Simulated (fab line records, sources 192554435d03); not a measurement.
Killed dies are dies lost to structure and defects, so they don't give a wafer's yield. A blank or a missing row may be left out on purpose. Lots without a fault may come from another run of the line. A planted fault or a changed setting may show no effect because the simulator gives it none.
Chamber matching | flow n5_finfet | N5_BEOL_M0_SAQP_ETCH_83 on rie_diel-05: 4 sister chambers
The step etches SiARC in CF4, target depth 39 nm, time 65 s. 4 wafers are shown with their chamber, then 11 later ones without.

WAFERS WITH THEIR CHAMBER
wafer  | chamber | showerhead_plenum_p_Torr (Torr)
L080.5 | 1       | 2.20
L082.5 | 3       | 2.06
L082.6 | 0       | 2.12
L087.3 | 2       | 2.03

WAFERS WITHOUT THEIR CHAMBER
wafer  | showerhead_plenum_p_Torr (Torr)
L087.5 | 2.03
L087.6 | 2.05
L089.1 | 2.05
L089.3 | 2.12
L089.6 | 2.12
L093.1 | 2.03
L093.2 | 2.05
L093.4 | 2.19
L096.2 | 2.19
L096.4 | 2.05
L096.6 | 2.19

WHICH CHAMBER EACH WENT THROUGH
wafer  | from the rows above     | in truth
L087.5 | 2                       | 2
L087.6 | can't be placed: 3 or 2 | 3
L089.1 | can't be placed: 3 or 2 | 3
L089.3 | 0                       | 0
L089.6 | 0                       | 0
L093.1 | 2                       | 2
L093.2 | can't be placed: 3 or 2 | 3
L093.4 | 1                       | 1
L096.2 | 1                       | 1
L096.4 | can't be placed: 3 or 2 | 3
L096.6 | 1                       | 1
Placed correctly: 7 of 11. Can't be placed from these rows: 4 (the true chamber is among the candidates in 4). Placed wrongly: 0.
How it was worked out, from the rows above alone: a wafer's distance from a chamber is the root of the sum, over the readings, of the square of ((its reading less the chamber's mean) divided by the reading's scatter). The wafer belongs to the nearest chamber; if the next one is less than 2 further off, it can't be placed. A chamber's mean is the mean of its shown wafers. The scatter: with one shown wafer a chamber, the root of the mean of the squares of how far each hidden wafer lies from its nearest shown one.
